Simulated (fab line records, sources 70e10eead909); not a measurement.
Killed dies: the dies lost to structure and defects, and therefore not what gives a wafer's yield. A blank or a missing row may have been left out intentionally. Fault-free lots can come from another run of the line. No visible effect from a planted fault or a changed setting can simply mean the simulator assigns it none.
Which tool was responsible?    flow nandHarc    6 lots with 17 wafers sampled at 2 steps, on a route of 1159 steps

## WHAT THE GAUGES READ, wafer by wafer
NHARC_A_M1_CD_MEAS_09 targets a cd of 120 nm.
lot   measured      on        cdNm (nm)
L719  day 18 13:05  cdSem-02  120.6 119.8 120.4
L722  day 19 10:35  cdSem-01  119.6 119.7 120.4
L725  day 19 21:56  cdSem-02  120.6 120.7 121.4
L728  day 20 08:06  cdSem-03  120.0 120.3 119.3
L732  day 21 18:40  cdSem-02  120.5 123.0
L738  day 22 22:23  cdSem-03  119.2 119.1 118.8

## TOOL THAT RAN EACH LOT (tool first, then ch and the chambers of the sampled wafers, then the start)
lot   NHARC_A_M1_PEB_07
L719  lithoTrack-01 ch 0, day 18 13:01
L722  lithoTrack-01 ch 0, day 19 10:31
L725  lithoTrack-01 ch 0, day 19 21:51
L728  lithoTrack-01 ch 0, day 20 08:01
L732  lithoTrack-01 ch 0, day 21 18:34
L738  lithoTrack-04 ch 0, day 22 22:19
- NHARC_A_M1_PEB_07: peb time 65 s.

## THE ANSWER, worked out from the rows above alone
Rule: what is usual is taken from the lots themselves. The widest of any qualifying gaps counts: lots, ordered by their means at a reading, are off when they make up no more than a third of the lots, leave a main group of 4 or more, and stand apart from it by 3 or more times the standard deviation of that group's means. The tables above print the reading to a certain number of digits; a main group whose means all agree to those digits is not used. A lot without any number at a reading at which 4 lots or more have one is off too. The other lots that the step has rows for count as sound.
No lot is off at any reading shown: from this, nothing can be told.

## WHAT WAS PUT IN BY THE SIMULATOR
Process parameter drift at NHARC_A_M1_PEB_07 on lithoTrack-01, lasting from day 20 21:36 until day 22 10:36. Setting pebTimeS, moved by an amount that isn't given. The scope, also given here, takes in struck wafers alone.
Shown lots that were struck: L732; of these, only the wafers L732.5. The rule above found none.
